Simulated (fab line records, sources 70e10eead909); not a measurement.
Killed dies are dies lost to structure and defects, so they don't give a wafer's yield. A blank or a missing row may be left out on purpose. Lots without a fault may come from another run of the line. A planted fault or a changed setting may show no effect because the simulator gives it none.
Problem report in the 8D (eight disciplines) form, filled by code | flow nand_harc | the parts of the form that need people (team, actions taken, sign-off) are left out

1. THE PROBLEM
raw_defect_count at NHARC_P_M0_INSPECT_27 reads a mean of 1459 on 3 wafers of 1 lot; wafers without a fault read 347 with a standard deviation of 150. That is +7.4 standard deviations from the usual mean.
First seen on wafer L175.1, day 9 18:19, on defect_inspect-02. The record holds 33 wafers of 11 lots with a number at this step. Rule for "out", or "out of limits": more than 4 standard deviations from the usual mean. The other wafers with a number count as sound.

2. WHAT IT IS AND WHAT IT IS NOT
question                    | is                     | is not
which readings at this step | raw_defect_count       | -
which lots                  | L175                   | L162, L164, L165, L168, L170, L176, L178, L179, L183, L184
which wafers of those lots  | all that have a number | -
read on which gauges        | defect_inspect-02      | defect_inspect-01
when                        | from day 9 18:19       | up to then (18 sound wafers); but 12 sound wafers of L178, L179, L183, L184 came after

3. SUSPECTS, AND WHAT RULES EACH OUT
Counting: a tool at a process step up to the reading stays a suspect if it ran every lot that is out and no sound lot after the first of them.
- the gauge at NHARC_P_M0_INSPECT_27: ruled out. All the wafers that are out were read on defect_inspect-02, but those of them that NHARC_END_SORT_01 has rows for are out there too, on other tools.
- pvd_sputter-02 at NHARC_P_CONTACT_PVD_32 (deposits Ti, target thk 5 nm, time 17.7 s): ruled out as a lasting fault. Sound lots L183 ran on it after its first lot that is out, L175 (day 9 16:06). NHARC_P_CONTACT_PVD_32 gives no start for some lots, so the hours and the order of its lots are those of NHARC_P_M0_CD_MEAS_16.
- cmp-03 at NHARC_P_M0_CMP_23 (polishes, t overpolish 20 s, target thk 117.53 nm): kept. It ran the lot that is out, L175 (day 9 17:50), and no sound lot after that; its last sound lot up to then is L170 (day 8 06:41).
Left after counting: cmp-03 at NHARC_P_M0_CMP_23.

4. THE CAUSE (what the simulator had put in)
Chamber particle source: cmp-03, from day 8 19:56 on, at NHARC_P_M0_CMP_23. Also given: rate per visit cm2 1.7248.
Counting left only this tool.

5. THE CHAIN OF EFFECTS, in route order
Each row: a reading whose mean over the struck wafers that have a number lies more than 3 standard deviations from the usual. Only readings for which the record gives a usual standard deviation are gone through. hours: the time from each lot's start at the first step in this table that gives one to its start at this step, as a median over the lots. sigmas: the change in usual standard deviations.
hours | step                  | reading              | usual  | on struck wafers | change  | sigmas
0     | NHARC_P_M0_INSPECT_27 | raw_defect_count     | 347    | 1459             | +1112   | +7.4
2     | NHARC_P_M1_INSPECT_11 | raw_defect_count     | 3.9    | 1070.0           | +1066.1 | +99 or more
324   | NHARC_END_SORT_01     | defect_limited_yield | 95.2 % | 21.6             | -73.6   | -46
324   | NHARC_END_SORT_01     | killed_at_periphery  | 3.2    | 521.3            | +518.1  | +99 or more
324   | NHARC_END_SORT_01     | killed_dies          | 33     | 531              | +498    | +45
324   | NHARC_END_SORT_01     | sort_bin_2_pct       | 1.5 %  | 33.4             | +31.9   | +52
324   | NHARC_END_SORT_01     | sort_bin_3_pct       | 0.29 % | 6.75             | +6.46   | +29
324   | NHARC_END_SORT_01     | sort_bin_4_pct       | 3.1 %  | 38.2             | +35.1   | +32
324   | NHARC_END_SORT_01     | sort_n_pass          | 644    | 146              | -498    | -45
324   | NHARC_END_SORT_01     | sort_rim_yield_pct   | 95 %   | 19               | -76     | -23
324   | NHARC_END_SORT_01     | sort_yield_pct       | 95.2 % | 21.6             | -73.6   | -46
Later measuring or inspecting steps at which every struck wafer that the step has a row for has a number for every such reading, and none has moved that far: NHARC_P_M1_OVL_MEAS_10.

6. WHAT WOULD HAVE CAUGHT IT SOONER
In this record the first reading out of limits at a measuring or inspecting step was taken at day 9 18:19, 22 hours after the fault began at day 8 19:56.
Of the tool readings at NHARC_P_M0_CMP_23 for which the record gives a usual standard deviation, none was out on any struck wafer, so an alarm limit of 4 standard deviations on them would not have fired.
All the lots that are out (1) had begun NHARC_P_M0_CMP_23 on cmp-03 by day 9 18:19. A hold on the tool at that time would have spared none of them.
